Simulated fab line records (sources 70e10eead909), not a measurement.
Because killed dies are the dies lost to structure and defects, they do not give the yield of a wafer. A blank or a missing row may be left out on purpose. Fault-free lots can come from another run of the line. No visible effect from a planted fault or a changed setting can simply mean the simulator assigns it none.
Matching of chambers ; flow nand_harc ; 4 sister chambers for NHARC_A_BLC_DESCUM_15 on rie_diel-13
The step chemistry O2, time 3 s. 4 wafers are shown with their chamber, then 9 later ones without.

== WAFERS WITH THEIR CHAMBER ==
wafer;chamber;drypump_motor_current_A (A)
L081.6;0;6.5
L084.3;1;5.2
L085.2;3;4.9
L085.5;2;5.7

== WAFERS MISSING THEIR CHAMBER ==
wafer;drypump_motor_current_A (A)
L087.4;6.5
L087.5;6.5
L087.6;4.9
L094.1;5.2
L094.4;5.0
L094.6;5.7
L096.1;6.5
L096.3;5.7
L096.6;5.7

== WHICH CHAMBER EACH ONE RAN IN ==
wafer;from the rows above;in truth
L087.4;0;0
L087.5;0;0
L087.6;3;3
L094.1;1;1
L094.4;3;3
L094.6;2;2
L096.1;0;0
L096.3;2;2
L096.6;2;2
Placed correctly: 9 of 9. Not placeable from these rows: 0. 0 placed wrongly.
How it was worked out, from the rows above alone: a wafer's distance from a chamber is the root of the sum, over the readings, of the square of ((its reading less the chamber's mean) divided by the reading's scatter). The wafer belongs to the nearest chamber; if the next one is less than 2 further off, it can't be placed. A chamber's mean is the mean of its shown wafers. The scatter: with one shown wafer a chamber, the root of the mean of the squares of how far each hidden wafer lies from its nearest shown one.
